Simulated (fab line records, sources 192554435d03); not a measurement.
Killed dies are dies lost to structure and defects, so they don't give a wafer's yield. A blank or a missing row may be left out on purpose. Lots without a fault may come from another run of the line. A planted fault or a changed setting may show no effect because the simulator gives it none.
fab line records | flow n5_finfet
record lots=24 wafers=72 last_day=18
route steps=1938 shown PMOS_HMC_CHANNEL_EPI@81 FIN_SAQP@95
lots that met no fault: from a run of the same line without faults
start_h: hours from the record's first day to the start of the lot's first wafer shown | wait_h: hours since the lot's step before | " the same as in the row above | L1.1+2: a row that stands for several wafers | - no value, or no start given | * or withheld: withheld | < > ~ a bound
route shown NAME@n: a module of which the file shows steps, and the number in the route of the first | usual: mean/standard deviation of fault-free wafers | same: alike in all rows | chamber/n: place in a boat | sites: the reading at each site | _std_site: their standard deviation | _edge_site: outer sites' mean less inner sites' | radius_mm: how far each site lies from the wafer's centre | mask NAME#n: copy n | behind: the tool/chamber that last shaped the wafer | hold: why the lot was held/for how many hours/how that ended | device: the transistor (n, p or np) that didn't switch | end of line: the same wafers' tests at the end of the route | a step without rows: its recipe alone | killed: dies lost to structure and defects at the first sort, not the wafer's yield | map: a wafer's dies, x killed, . not, _ none there
set.NAME: the setting as run; set.NAME@STEP: as run at that earlier step | model.NAME: the simulator's own value behind a step, which no gauge read
steps of the route over a sample of lots; a table a step, a row a wafer
services: from which hour (start_h, from the record's first day; less than 0 if before it) a tool's chamber was out of use, for how many hours, and why
## steps
# step N5_PMOS_HMC_CHANNEL_EPI_CMP_21
# recipe material=SiGe30 post_cmp_clean=alkaline_brush target_thk_nm=54
# usual motor_current_A=12.5/1.4
# columns lot.wafer tool chamber start_h wait_h motor_current_A
L074.1 cmp-02 2 19.19 0.1 14.6
L074.4 " 3 " " 12.0
L074.5 " 1 " " 12.6
L075.3 cmp-03 0 25.76 0.0 12.7
L075.2 " 3 " " 12.6
L075.6 " 0 " " 12.1
L076.4 cmp-02 2 31.17 0.1 14.9
L076.2 " 3 " " 12.2
L076.6 " 1 " " 12.6
L077.2 cmp-02 2 37.57 0.1 15.2
L077.3 " 0 " " 12.0
L077.5 " 2 " " 14.6
L078.3 cmp-02 3 43.19 0.0 12.5
L078.2 " 0 " " 11.7
L078.4 " 2 " " 16.0
L079.1 cmp-02 1 49.36 0.0 13.1
L079.2 " 3 " " 11.9
L079.5 " 2 " " 15.1
L080.2 cmp-01 3 55.22 0.0 13.2
L080.4 " 0 " " 11.0
L080.3 " 1 " " 10.0
L081.4 cmp-03 3 61.46 0.1 12.9
L081.3 " 0 " " 12.7
L081.6 " 2 " " 12.2
L082.1 cmp-01 0 67.17 0.1 10.3
L082.6 " 2 " " 11.0
L082.5 " 3 " " 12.9
L083.2 cmp-02 0 73.56 0.0 12.1
L083.4 " 1 " " 13.3
L083.5 " 0 " " 11.9
L084.1 cmp-02 3 79.46 0.0 11.6
L084.6 " 3 " " 13.1
L084.5 " 0 " " 12.1
L085.4 cmp-03 3 85.46 0.0 12.0
L085.2 " 0 " " 12.5
L085.3 " 1 " " 13.4
L086.1 cmp-03 0 91.60 0.1 12.9
L086.6 " 2 " " 12.1
L086.5 " 3 " " 12.3
L087.2 cmp-02 2 96.98 0.1 15.4
L087.4 " 0 " " 12.1
L087.6 " 2 " " 15.2
L088.1 cmp-02 3 103.42 0.1 11.7
L088.3 " 0 " " 11.9
L088.5 " 2 " " 15.2
L089.3 cmp-02 3 109.42 0.1 11.9
L089.1 " 0 " " 12.3
L089.2 " 1 " " 12.9
L090.3 cmp-03 1 115.93 0.0 12.9
L090.4 " 2 " " 12.4
L090.2 " 0 " " 13.6
L091.3 cmp-01 3 121.62 0.1 13.0
L091.2 " 1 " " 9.9
L091.5 " 2 " " 11.7
L092.2 cmp-01 1 127.36 0.1 9.7
L092.4 " 2 " " 11.4
L092.6 " 3 " " 12.6
L093.1 cmp-01 0 134.19 0.0 10.3
L093.2 " 3 " " 12.9
L093.5 " 1 " " 9.3
L094.3 cmp-01 2 139.36 0.1 11.6
L094.4 " 3 " " 13.2
L094.2 " 0 " " 9.9
L095.3 cmp-02 3 146.19 0.0 12.7
L095.1 " 1 " " 11.5
L095.5 " 0 " " 11.5
L096.1 cmp-02 3 152.17 0.1 12.3
L096.3 " 0 " " 12.2
L096.5 " 3 " " 12.3
L097.2 cmp-02 2 157.19 0.1 15.0
L097.3 " 3 " " 12.8
L097.5 " 0 " " 11.7
# step N5_PMOS_HMC_CHANNEL_EPI_INSPECT_30
# recipe inspect_instrument=darkfield mode=post_epi
# usual raw_defect_count=20/6.9
# columns lot.wafer tool chamber start_h wait_h raw_defect_count
L074.1 defect_inspect-02 - 19.93 0.0 14
L074.4 " - " " 10
L074.5 " - " " 12
L075.2 defect_inspect-01 - 26.64 0.0 18
L075.3 " - " " 18
L075.6 " - " " 11
L076.2 defect_inspect-02 - 31.91 0.0 22
L076.4 " - " " 31
L076.6 " - " " 28
L077.2 defect_inspect-01 - 38.31 0.0 19
L077.3 " - " " 14
L077.5 " - " " 14
L078.2 defect_inspect-02 - 43.98 0.0 31
L078.3 " - " " 18
L078.4 " - " " 32
L079.1 defect_inspect-02 - 50.14 0.0 24
L079.2 " - " " 15
L079.5 " - " " 19
L080.2 defect_inspect-01 - 56.00 0.0 10
L080.3 " - " " 17
L080.4 " - " " 18
L081.3 defect_inspect-01 - 62.17 0.0 27
L081.4 " - " " 26
L081.6 " - " " 18
L082.1 defect_inspect-01 - 67.96 0.0 39
L082.5 " - " " 25
L082.6 " - " " 26
L083.2 defect_inspect-02 - 74.35 0.0 33
L083.4 " - " " 18
L083.5 " - " " 22
L084.1 defect_inspect-01 - 80.23 0.0 24
L084.5 " - " " 25
L084.6 " - " " 23
L085.2 defect_inspect-02 - 86.23 0.0 16
L085.3 " - " " 28
L085.4 " - " " 17
L086.1 defect_inspect-01 - 92.39 0.0 15
L086.5 " - " " 21
L086.6 " - " " 13
L087.2 defect_inspect-01 - 97.81 0.0 28
L087.4 " - " " 15
L087.6 " - " " 25
L088.1 defect_inspect-01 - 104.15 0.0 13
L088.3 " - " " 14
L088.5 " - " " 21
L089.1 defect_inspect-01 - 110.15 0.0 20
L089.2 " - " " 24
L089.3 " - " " 14
L090.2 defect_inspect-01 - 116.81 0.0 15
L090.3 " - " " 19
L090.4 " - " " 22
L091.2 defect_inspect-01 - 122.36 0.0 15
L091.3 " - " " 39
L091.5 " - " " 21
L092.2 defect_inspect-01 - 128.16 0.0 13
L092.4 " - " " 13
L092.6 " - " " 22
L093.1 defect_inspect-01 - 134.96 0.0 20
L093.2 " - " " 16
L093.5 " - " " 16
L094.2 defect_inspect-01 - 140.14 0.0 9
L094.3 " - " " 20
L094.4 " - " " 25
L095.1 defect_inspect-01 - 147.07 0.0 20
L095.3 " - " " 10
L095.5 " - " " 23
L096.1 defect_inspect-02 - 153.02 0.0 15
L096.3 " - " " 11
L096.5 " - " " 16
L097.2 defect_inspect-01 - 157.90 0.0 27
L097.3 " - " " 21
L097.5 " - " " 26
# step N5_FIN_SAQP_DENSIFY_62
# recipe temp_c=700 time_s=60 ambient=N2 idle_temp_c=600 ramp_up_c_per_s=150 ramp_down_c_per_s=60 cool_to_c=600
# usual lamp_power_pct=9.84/0.051 lamp_zone_2_pct=9.847/0.01 wafer_temp_C_max=703.3/0.65
# same time_s=60
# columns lot.wafer tool chamber start_h wait_h lamp_power_pct lamp_zone_2_pct wafer_temp_C_max
L074.1 rtp_anneal-02 0 20.25 0.1 9.85 9.848 705.0
L074.4 " 0 " " 9.89 9.866 702.7
L074.5 " 0 " " 9.87 9.840 703.0
L075.2 rtp_anneal-01 0 27.06 0.2 9.82 9.861 703.0
L075.3 " 0 " " 9.89 9.838 702.5
L075.6 " 0 " " 9.90 9.854 704.7
L076.2 rtp_anneal-02 0 32.28 0.2 9.79 9.843 704.0
L076.4 " 0 " " 9.82 9.838 703.6
L076.6 " 0 " " 9.87 9.842 703.0
L077.2 rtp_anneal-02 0 39.02 0.4 9.94 9.856 702.3
L077.3 " 0 " " 9.78 9.861 703.1
L077.5 " 0 " " 9.86 9.847 702.8
L078.2 rtp_anneal-02 0 44.33 0.1 9.88 9.858 704.0
L078.3 " 0 " " 9.92 9.833 703.4
L078.4 " 0 " " 9.82 9.863 703.7
L079.1 rtp_anneal-01 0 50.46 0.1 9.83 9.839 703.3
L079.2 " 0 " " 9.91 9.833 704.3
L079.5 " 0 " " 9.85 9.852 702.9
L080.2 rtp_anneal-01 0 56.43 0.2 9.85 9.858 703.2
L080.3 " 0 " " 9.84 9.846 703.0
L080.4 " 0 " " 9.84 9.851 703.8
L081.3 rtp_anneal-01 0 62.63 0.3 9.86 9.824 703.1
L081.4 " 0 " " 9.77 9.851 702.6
L081.6 " 0 " " 9.85 9.842 703.0
L082.1 rtp_anneal-02 0 68.88 0.2 9.92 9.829 703.0
L082.5 " 0 " " 9.81 9.856 702.6
L082.6 " 0 " " 9.89 9.848 703.2
L083.2 rtp_anneal-02 0 74.72 0.1 9.80 9.858 704.7
L083.4 " 0 " " 9.76 9.856 703.2
L083.5 " 0 " " 9.91 9.859 703.3
L084.1 rtp_anneal-02 0 80.63 0.1 9.73 9.863 703.4
L084.5 " 0 " " 9.91 9.851 703.5
L084.6 " 0 " " 9.88 9.847 703.1
L085.2 rtp_anneal-01 0 86.74 0.1 9.89 9.833 702.5
L085.3 " 0 " " 9.83 9.844 704.2
L085.4 " 0 " " 9.86 9.866 703.3
L086.1 rtp_anneal-01 0 92.73 0.1 9.79 9.835 703.1
L086.5 " 0 " " 9.91 9.854 703.8
L086.6 " 0 " " 9.78 9.842 702.2
L087.2 rtp_anneal-01 0 99.99 0.3 9.91 9.838 703.5
L087.4 " 0 " " 9.78 9.860 703.3
L087.6 " 0 " " 9.81 9.866 703.1
L088.1 rtp_anneal-02 0 104.67 0.1 9.89 9.842 704.5
L088.3 " 0 " " 9.85 9.844 702.9
L088.5 " 0 " " 9.78 9.840 703.7
L089.1 rtp_anneal-01 0 110.50 0.1 9.82 9.833 703.3
L089.2 " 0 " " 9.89 9.843 702.7
L089.3 " 0 " " 9.84 9.858 703.4
L090.2 rtp_anneal-02 0 117.34 0.1 9.81 9.852 704.4
L090.3 " 0 " " 9.85 9.836 702.3
L090.4 " 0 " " 9.82 9.850 702.2
L091.2 rtp_anneal-02 0 122.87 0.1 9.95 9.851 703.4
L091.3 " 0 " " 9.87 9.829 703.2
L091.5 " 0 " " 9.83 9.863 703.5
L092.2 rtp_anneal-02 0 128.67 0.3 9.81 9.851 702.4
L092.4 " 0 " " 9.89 9.839 703.4
L092.6 " 0 " " 9.85 9.834 703.3
L093.1 rtp_anneal-01 0 135.29 0.1 9.88 9.852 704.6
L093.2 " 0 " " 9.91 9.839 703.8
L093.5 " 0 " " 9.86 9.850 703.1
L094.2 rtp_anneal-02 0 140.50 0.1 9.76 9.852 702.9
L094.3 " 0 " " 9.86 9.854 703.6
L094.4 " 0 " " 9.85 9.836 702.8
L095.1 rtp_anneal-01 0 147.39 0.1 9.85 9.854 704.2
L095.3 " 0 " " 9.81 9.851 703.2
L095.5 " 0 " " 9.83 9.844 703.1
L096.1 rtp_anneal-01 0 153.68 0.2 9.81 9.840 703.4
L096.3 " 0 " " 9.85 9.854 702.0
L096.5 " 0 " " 9.90 9.850 703.2
L097.2 rtp_anneal-01 0 158.61 0.1 9.91 9.843 703.9
L097.3 " 0 " " 9.78 9.852 703.0
L097.5 " 0 " " 9.84 9.848 702.7
# step N5_FIN_SAQP_CD_MEAS_16
# recipe target_cd_nm=35.6 landing_energy_ev=500 detector=se_inlens
# usual cd_nm=35.69/0.27
# columns lot.wafer tool chamber start_h wait_h cd_nm
L074.1 cd_sem-01 0 21.26 - 36.02
L074.4 " 0 " " 35.70
L074.5 " 0 " " 35.81
L075.2 cd_sem-03 0 27.93 - 35.92
L075.3 " 0 " " 36.06
L075.6 " 0 " " 36.09
L076.2 cd_sem-01 0 33.15 - 35.49
L076.4 " 0 " " 35.65
L076.6 " 0 " " 36.32
L077.2 cd_sem-03 0 39.86 - 36.18
L077.3 " 0 " " 35.87
L077.5 " 0 " " 35.98
L078.2 cd_sem-01 0 45.42 - 36.05
L078.3 " 0 " " 35.72
L078.4 " 0 " " 35.83
L079.1 cd_sem-02 0 51.47 - 35.53
L079.2 " 0 " " 35.54
L079.5 " 0 " " 35.36
L080.2 cd_sem-03 0 57.40 - 35.47
L080.3 " 0 " " 35.53
L080.4 " 0 " " 35.69
L081.3 cd_sem-01 0 63.57 - 35.63
L081.4 " 0 " " 35.67
L081.6 " 0 " " 35.95
L082.1 cd_sem-02 0 69.91 - 35.84
L082.5 " 0 " " 35.64
L082.6 " 0 " " 35.67
L083.2 cd_sem-01 0 75.69 - 35.18
L083.4 " 0 " " 35.28
L083.5 " 0 " " 35.52
L084.1 cd_sem-02 0 81.63 - 35.51
L084.5 " 0 " " 35.40
L084.6 " 0 " " 35.57
L085.2 cd_sem-02 0 87.72 - 35.85
L085.3 " 0 " " 35.90
L085.4 " 0 " " 35.29
L086.1 cd_sem-01 0 93.73 - 35.81
L086.5 " 0 " " 35.91
L086.6 " 0 " " 36.06
L087.2 cd_sem-03 0 100.84 - 35.88
L087.4 " 0 " " 35.58
L087.6 " 0 " " 35.48
L088.1 cd_sem-01 0 105.54 - 35.31
L088.3 " 0 " " 35.86
L088.5 " 0 " " 35.70
L089.1 cd_sem-01 0 111.37 - 35.58
L089.2 " 0 " " 35.85
L089.3 " 0 " " 35.94
L090.2 cd_sem-01 0 118.32 - 36.47
L090.3 " 0 " " 35.90
L090.4 " 0 " " 36.12
L091.2 cd_sem-03 0 123.84 - 35.67
L091.3 " 0 " " 35.48
L091.5 " 0 " " 35.37
L092.2 cd_sem-01 0 129.65 - 35.22
L092.4 " 0 " " 35.72
L092.6 " 0 " " 35.50
L093.1 cd_sem-01 0 136.16 - 35.20
L093.2 " 0 " " 34.95
L093.5 " 0 " " 35.51
L094.2 cd_sem-03 0 141.35 - 35.85
L094.3 " 0 " " 35.72
L094.4 " 0 " " 35.49
L095.1 cd_sem-03 0 148.40 - 35.54
L095.3 " 0 " " 35.58
L095.5 " 0 " " 35.64
L096.1 cd_sem-02 0 154.69 - 35.55
L096.3 " 0 " " 35.82
L096.5 " 0 " " 36.09
L097.2 cd_sem-02 0 159.57 - 36.00
L097.3 " 0 " " 35.96
L097.5 " 0 " " 35.46
# step N5_FIN_SAQP_ETCH_52
# recipe chemistry=N2/H2 target=SOC target_depth_a=1000 overetch_a=200 mask_material=SiARC temp_c=40 time_s=150 ion_energy_ev=200 pressure_mtorr=30 source_w=840 bias_w=150 n2_flow_sccm=200 h2_flow_sccm=200 ends=end_point
# usual drypump_motor_current_A=6.0/0.39 oes_product_au=0.68/0.072 rf_vpp_V=523.8/2.1 showerhead_plenum_p_Torr=2.54/0.072 throttle_valve_pct=17.94/0.26
# columns lot.wafer tool chamber start_h wait_h drypump_motor_current_A oes_product_au rf_hours_counter_h rf_vpp_V showerhead_plenum_p_Torr throttle_valve_pct
L074.1 rie_diel-05 3 21.64 0.0 6.2 0.68 153 527.9 2.65 18.19
L074.4 " 0 " " 6.0 0.83 16 521.9 2.50 17.56
L074.5 " 1 " " 6.2 0.65 - 524.2 2.52 18.11
L075.2 rie_diel-03 0 28.12 0.0 5.7 0.84 10 526.7 2.60 17.99
L075.3 " 3 " " 6.4 0.78 53 525.5 2.58 17.59
L075.6 " 3 " " 6.4 0.78 - 526.6 2.58 17.60
L076.2 rie_diel-04 3 33.33 0.0 6.3 0.64 205 521.7 2.41 18.16
L076.4 " 2 " " 5.4 0.64 214 522.9 2.51 17.71
L076.6 " 3 " " 6.3 0.64 - 520.4 2.41 18.16
L077.2 rie_diel-05 0 40.05 0.0 6.0 0.81 22 522.0 2.49 17.57
L077.3 " 3 " " 6.2 0.68 160 525.6 2.65 18.19
L077.5 " 3 " " 6.2 0.68 - 525.5 2.65 18.21
L078.2 rie_diel-04 1 45.60 0.0 6.0 0.66 136 522.8 2.56 17.79
L078.3 " 0 " " 5.4 0.63 203 526.6 2.64 17.86
L078.4 " 2 " " 5.4 0.63 218 523.1 2.50 17.70
L079.1 rie_diel-03 3 51.66 0.0 6.3 0.76 62 525.2 2.58 17.62
L079.2 " 2 " " 5.5 0.65 182 526.1 2.64 18.31
L079.5 " 0 " " 5.8 0.82 - 524.7 2.60 17.99
L080.2 rie_diel-03 1 57.62 0.0 6.5 0.62 226 522.8 2.52 18.32
L080.3 " 2 " " 5.5 0.65 183 525.4 2.64 18.34
L080.4 " 3 " " 6.4 0.77 64 524.9 2.58 17.60
L081.3 rie_diel-04 1 63.79 0.0 6.0 0.66 143 524.7 2.56 17.81
L081.4 " 0 " " 5.4 0.62 210 527.6 2.63 17.87
L081.6 " 3 " " 6.4 0.63 - 520.2 2.41 18.17
L082.1 rie_diel-04 2 70.10 0.0 5.3 0.63 226 524.3 2.50 17.74
L082.5 " 1 " " 6.0 0.66 - 524.7 2.56 17.81
L082.6 " 0 " " 5.4 0.63 - 525.8 2.63 17.89
L083.2 rie_diel-04 3 75.96 0.0 6.4 0.63 219 520.3 2.41 18.18
L083.4 " 0 " " 5.4 0.63 214 526.3 2.63 17.86
L083.5 " 1 " " 6.1 0.66 - 523.8 2.55 17.82
L084.1 rie_diel-03 2 81.81 0.0 5.5 0.65 191 526.7 2.63 18.33
L084.5 " 2 " " 5.5 0.65 - 526.8 2.63 18.33
L084.6 " 3 " " 6.4 0.76 - 525.2 2.58 17.63
L085.2 rie_diel-04 3 87.91 0.0 6.3 0.62 223 519.7 2.40 18.20
L085.3 " 2 " " 5.4 0.62 232 521.9 2.50 17.74
L085.4 " 0 " " 5.4 0.62 219 526.1 2.63 17.90
L086.1 rie_diel-05 1 93.92 0.0 6.2 0.63 221 524.6 2.51 18.14
L086.5 " 3 " " 6.2 0.66 - 527.6 2.64 18.25
L086.6 " 2 " " 6.3 0.76 - 521.6 2.48 17.54
L087.2 rie_diel-03 3 101.03 0.0 6.3 0.75 78 525.7 2.57 17.64
L087.4 " 2 " " 5.5 0.64 198 525.9 2.63 18.35
L087.6 " 3 " " 6.3 0.75 - 523.6 2.57 17.65
L088.1 rie_diel-03 2 105.74 0.0 5.5 0.64 200 525.4 2.63 18.35
L088.3 " 3 " " 6.3 0.75 80 525.0 2.57 17.64
L088.5 " 1 " " 6.5 0.60 - 523.8 2.51 18.34
L089.1 rie_diel-05 2 111.56 0.0 6.3 0.75 55 521.9 2.48 17.56
L089.2 " 1 " " 6.2 0.63 227 523.3 2.51 18.15
L089.3 " 0 " " 6.1 0.78 49 523.6 2.48 17.62
L090.2 rie_diel-05 2 118.66 0.0 6.3 0.74 58 521.7 2.48 17.56
L090.3 " 1 " " 6.2 0.63 230 522.7 2.51 18.16
L090.4 " 0 " " 6.1 0.77 51 522.9 2.48 17.63
L091.2 rie_diel-05 2 124.02 0.0 6.3 0.74 59 523.1 2.48 17.56
L091.3 " 0 " " 6.0 0.76 53 522.6 2.48 17.62
L091.5 " 3 " " 6.2 0.66 - 526.1 2.63 18.25
L092.2 rie_diel-04 1 129.84 0.0 6.0 0.64 165 523.0 2.55 17.84
L092.4 " 2 " " 5.3 0.62 - 523.1 2.49 17.76
L092.6 " 0 " " 5.4 0.61 - 525.1 2.62 17.94
L093.1 rie_diel-04 1 136.48 0.0 6.0 0.64 170 523.5 2.54 17.86
L093.2 " 2 " " 5.3 0.62 250 522.1 2.49 17.79
L093.5 " 1 " " 6.0 0.64 - 522.4 2.54 17.87
L094.2 rie_diel-05 2 141.56 0.0 6.3 0.74 65 520.4 2.48 17.58
L094.3 " 0 " " 6.0 0.77 58 520.7 2.48 17.63
L094.4 " 1 " " 6.2 0.63 237 521.4 2.50 18.18
L095.1 rie_diel-03 2 148.72 0.0 5.5 0.63 216 525.2 2.62 18.38
L095.3 " 3 " " 6.3 0.73 95 523.5 2.57 17.66
L095.5 " 1 " " 6.5 0.87 - 521.4 2.51 17.94
L096.1 rie_diel-04 1 154.93 0.1 6.1 0.63 179 524.3 2.54 17.89
L096.3 " 1 " " 6.0 0.64 - 523.8 2.54 17.88
L096.5 " 1 " " 6.1 0.63 - 522.8 2.54 17.87
L097.2 rie_diel-04 0 159.76 0.0 5.4 0.61 247 525.5 2.62 17.93
L097.3 " 3 " " 6.4 0.61 241 519.4 2.40 18.23
L097.5 " 1 " " 6.0 0.63 - 523.9 2.54 17.89
# step N5_FIN_SAQP_ETCH_69
# recipe chemistry=N2/H2 target=SOC target_depth_a=1500 stop_on=SiNx ion_energy_ev=100 bias_w=61 pressure_mtorr=30 source_w=850 n2_flow_sccm=200 h2_flow_sccm=200
# usual drypump_motor_current_A=6.1/0.34 oes_product_au=0.77/0.083 rf_vpp_V=240.6/1.1 showerhead_plenum_p_Torr=2.54/0.069 throttle_valve_pct=17.92/0.28
# columns lot.wafer tool chamber start_h wait_h drypump_motor_current_A oes_product_au rf_hours_counter_h rf_vpp_V showerhead_plenum_p_Torr throttle_valve_pct
L074.1 rie_diel-05 3 25.71 - 6.3 0.75 154 242.2 2.65 18.18
L074.4 " 1 " " 6.2 0.71 199 239.6 2.52 18.09
L074.5 " 1 " " 6.2 0.71 - 240.9 2.52 18.10
L075.2 rie_diel-04 0 31.17 - 5.4 0.70 198 241.3 2.64 17.84
L075.3 " 3 " " 6.3 0.70 204 238.3 2.41 18.15
L075.6 " 2 " " 5.4 0.70 - 240.5 2.51 17.69
L076.2 rie_diel-04 2 36.31 - 5.4 0.70 215 240.8 2.51 17.71
L076.4 " 0 " " 5.4 0.69 200 240.5 2.64 17.84
L076.6 " 0 " " 5.4 0.70 - 240.8 2.64 17.86
L077.2 rie_diel-05 0 43.22 - 6.1 0.90 23 238.9 2.49 17.56
L077.3 " 1 " " 6.2 0.70 203 239.7 2.52 18.08
L077.5 " 0 " " 6.1 0.89 - 239.5 2.49 17.56
L078.2 rie_diel-05 0 48.23 - 6.1 0.90 24 241.1 2.49 17.57
L078.3 " 3 " " 6.2 0.74 163 241.0 2.65 18.18
L078.4 " 1 " " 6.3 0.71 204 239.6 2.52 18.09
L079.1 rie_diel-05 1 54.37 - 6.2 0.70 207 240.4 2.52 18.11
L079.2 " 3 " " 6.2 0.74 166 241.9 2.64 18.20
L079.5 " 2 " " 6.3 0.85 - 239.4 2.49 17.52
L080.2 rie_diel-05 2 60.33 - 6.3 0.86 38 238.8 2.49 17.51
L080.3 " 1 " " 6.2 0.70 209 239.3 2.52 18.12
L080.4 " 3 " " 6.2 0.74 169 240.7 2.64 18.20
L081.3 rie_diel-03 3 66.43 - 6.4 0.84 66 241.1 2.58 17.62
L081.4 " 2 " " 5.5 0.72 186 241.8 2.63 18.31
L081.6 " 2 " " 5.5 0.71 - 240.5 2.63 18.31
L082.1 rie_diel-05 2 73.07 - 6.3 0.84 42 240.1 2.48 17.51
L082.5 " 0 " " 6.1 0.88 - 239.1 2.49 17.59
L082.6 " 1 " " 6.2 0.70 - 240.4 2.51 18.11
L083.2 rie_diel-04 1 78.97 - 6.0 0.72 148 241.8 2.55 17.80
L083.4 " 3 " " 6.3 0.68 220 238.2 2.41 18.17
L083.5 " 1 " " 6.0 0.72 - 240.0 2.55 17.82
L084.1 rie_diel-03 0 84.88 - 5.8 0.90 30 241.5 2.59 17.98
L084.5 " 3 " " 6.3 0.83 - 241.9 2.58 17.62
L084.6 " 2 " " 5.5 0.72 - 240.9 2.63 18.33
L085.2 rie_diel-05 2 90.94 - 6.3 0.84 49 240.6 2.48 17.53
L085.3 " 3 " " 6.2 0.72 180 242.4 2.64 18.23
L085.4 " 1 " " 6.2 0.69 220 240.9 2.51 18.12
L086.1 rie_diel-03 1 96.91 - 6.5 0.66 240 241.2 2.51 18.32
L086.5 " 0 " " 5.7 0.89 - 240.8 2.59 18.00
L086.6 " 3 " " 6.4 0.83 - 241.1 2.57 17.63
L087.2 rie_diel-05 0 103.87 - 6.0 0.86 46 239.0 2.48 17.59
L087.4 " 2 " " 6.3 0.84 54 241.0 2.48 17.54
L087.6 " 0 " " 6.1 0.86 - 240.2 2.48 17.58
L088.1 rie_diel-04 3 108.92 - 6.3 0.68 230 239.6 2.40 18.18
L088.3 " 0 " " 5.4 0.69 226 241.4 2.63 17.90
L088.5 " 1 " " 6.0 0.72 - 240.6 2.55 17.83
L089.1 rie_diel-05 2 114.20 - 6.3 0.83 56 241.0 2.48 17.56
L089.2 " 1 " " 6.2 0.69 228 240.8 2.51 18.15
L089.3 " 3 " " 6.2 0.72 187 241.3 2.63 18.23
L090.2 rie_diel-05 2 121.57 - 6.3 0.82 58 240.3 2.48 17.56
L090.3 " 3 " " 6.2 0.72 190 241.9 2.63 18.24
L090.4 " 0 " " 6.1 0.86 52 240.8 2.48 17.61
L091.2 rie_diel-04 1 127.02 - 6.1 0.72 164 241.1 2.55 17.83
L091.3 " 2 " " 5.4 0.67 244 240.1 2.49 17.76
L091.5 " 1 " " 6.0 0.71 - 240.3 2.55 17.83
L092.2 rie_diel-03 0 132.75 - 5.7 0.86 48 241.2 2.59 18.02
L092.4 " 3 " " 6.4 0.81 - 241.9 2.57 17.64
L092.6 " 0 " " 5.8 0.87 - 240.5 2.59 18.03
L093.1 rie_diel-05 0 139.12 - 6.1 0.85 58 240.4 2.48 17.60
L093.2 " 2 " " 6.3 0.82 64 240.1 2.48 17.56
L093.5 " 3 " " 6.2 0.71 - 241.6 2.63 18.24
L094.2 rie_diel-05 0 144.54 - 6.0 0.84 59 240.9 2.48 17.61
L094.3 " 1 " " 6.2 0.68 239 239.6 2.50 18.16
L094.4 " 2 " " 6.3 0.82 66 240.9 2.48 17.58
L095.1 rie_diel-03 1 151.43 - 6.5 0.94 2 240.8 2.51 17.91
L095.3 " 0 " " 5.8 0.86 56 241.5 2.58 18.05
L095.5 " 2 " " 5.5 0.69 - 241.7 2.62 18.39
L096.1 rie_diel-03 0 157.71 - 5.8 0.86 58 241.1 2.58 18.04
L096.3 " 1 " " 6.5 0.94 4 241.4 2.51 17.92
L096.5 " 0 " " 5.8 0.85 - 242.3 2.58 18.03
L097.2 rie_diel-04 3 162.78 - 6.4 0.67 243 239.7 2.40 18.21
L097.3 " 1 " " 6.1 0.70 - 239.3 2.54 17.86
L097.5 " 1 " " 6.1 0.70 - 241.1 2.54 17.88
## services
# columns tool chamber start_h hours kind
cmp-02 - -2.76 - consumable_replace:conditioner
cmp-02 - -2.76 - consumable_replace:pad
rie_diel-04 0 26.18 3.2 repair
rie_diel-05 1 32.52 6.7 repair
cmp-01 - 34.52 5.7 pm
cmp-01 - 69.00 8.9 pm
cmp-01 - 90.16 0.3 repair
rie_diel-04 - 94.95 0.9 repair
cmp-01 - 107.33 3.7 repair
rie_diel-03 1 123.06 - clean
rie_diel-03 1 123.06 - consumable_replace:focus_ring
rie_diel-03 1 123.06 22.2 scheduled_down
rie_diel-03 1 123.06 22.2 vent_cycle
cmp-02 - 126.50 6.1 repair
cmp-03 - 126.99 4.0 pm
cmp-03 - 132.59 14.3 pm
cmp-02 - 147.75 2.2 repair
rie_diel-04 2 149.43 - clean
rie_diel-04 2 149.43 - consumable_replace:focus_ring
rie_diel-04 2 149.43 24.1 scheduled_down
rie_diel-04 2 149.43 24.1 vent_cycle
rie_diel-04 0 154.52 2.4 repair
rie_diel-04 0 161.59 5.3 repair
cmp-03 - 162.10 0.6 repair
## key
fault none
